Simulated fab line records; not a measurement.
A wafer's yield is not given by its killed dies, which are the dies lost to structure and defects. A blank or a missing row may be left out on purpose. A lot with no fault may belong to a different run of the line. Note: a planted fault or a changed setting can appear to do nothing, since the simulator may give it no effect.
Matching of chambers -- flow n5 finfet -- 4 sister chambers for N5_BEOL_M0_SAQP_ETCH_49 on rie diel-02
The step etches SiO2 in CF4/O2, target depth 37 nm. 22 wafers are shown with their chamber, then 11 later ones without.

WAFERS PAIRED WITH THEIR CHAMBERS
wafer,chamber,drypump motor current A (A),showerhead plenum p Torr (Torr),rf vpp V (V)
L077.1,1,6.0,2.13,228
L077.2,2,5.9,2.17,229
L077.5,1,6.0,2.13,228
L078.2,1,6.0,2.13,227
L078.3,0,5.1,2.21,247
L078.5,2,5.9,2.17,230
L079.1,2,5.9,2.16,231
L079.2,0,5.1,2.21,247
L079.6,2,5.9,2.16,228
L082.1,3,5.5,2.28,232
L082.2,0,5.0,2.20,247
L082.6,3,5.5,2.28,232
L083.1,3,5.5,2.28,233
L083.2,0,5.1,2.20,248
L083.5,1,6.0,2.13,228
L086.1,0,5.0,2.20,248
L086.4,3,5.5,2.28,232
L086.5,3,5.5,2.28,234
L092.2,3,5.5,2.28,233
L092.4,0,5.0,2.20,248
L092.5,2,5.9,2.16,230
L093.1,2,5.9,2.16,230

SIGNATURES (averages over the wafers above)
reading,chamber 0,chamber 1,chamber 2,chamber 3,scatter within a chamber
drypump motor current A,5.050,6.000,5.900,5.500,0.0289
showerhead plenum p Torr,2.2033,2.1300,2.1633,2.2800,0.00385
rf vpp V,247.50,227.75,229.67,232.67,0.779
Rule: a wafer lies at a distance from a chamber equal to the root of the sum of squares, over the readings, of (its reading less the chamber's mean, divided by the reading's scatter). The wafer belongs to the nearest chamber; if the next one is less than 2 further off, it can't be placed. How the scatter is found: for the shown wafers, subtract from each reading the mean of its chamber, square and add these, divide the total by (wafers less chambers), then take the root.

WAFERS WITH NO CHAMBER GIVEN
wafer,drypump motor current A (A),showerhead plenum p Torr (Torr),rf vpp V (V)
L093.5,5.5,2.28,233
L093.6,5.9,2.16,230
L094.2,5.0,2.20,248
L094.4,6.0,2.12,227
L094.6,6.0,2.12,227
L095.1,6.0,2.12,228
L095.3,5.0,2.20,248
L095.5,5.0,2.20,248
L097.2,5.9,2.15,231
L097.3,5.1,2.19,248
L097.4,5.5,2.27,233

WHICH CHAMBER EACH ONE RAN IN
wafer,from the rows above,in truth
L093.5,3,3
L093.6,2,2
L094.2,0,0
L094.4,1,1
L094.6,1,1
L095.1,1,1
L095.3,0,0
L095.5,0,0
L097.2,2,2
L097.3,0,0
L097.4,3,3
Correct placement for 11 of the 11. Not placeable from these rows: 0. Placed wrongly: 0.
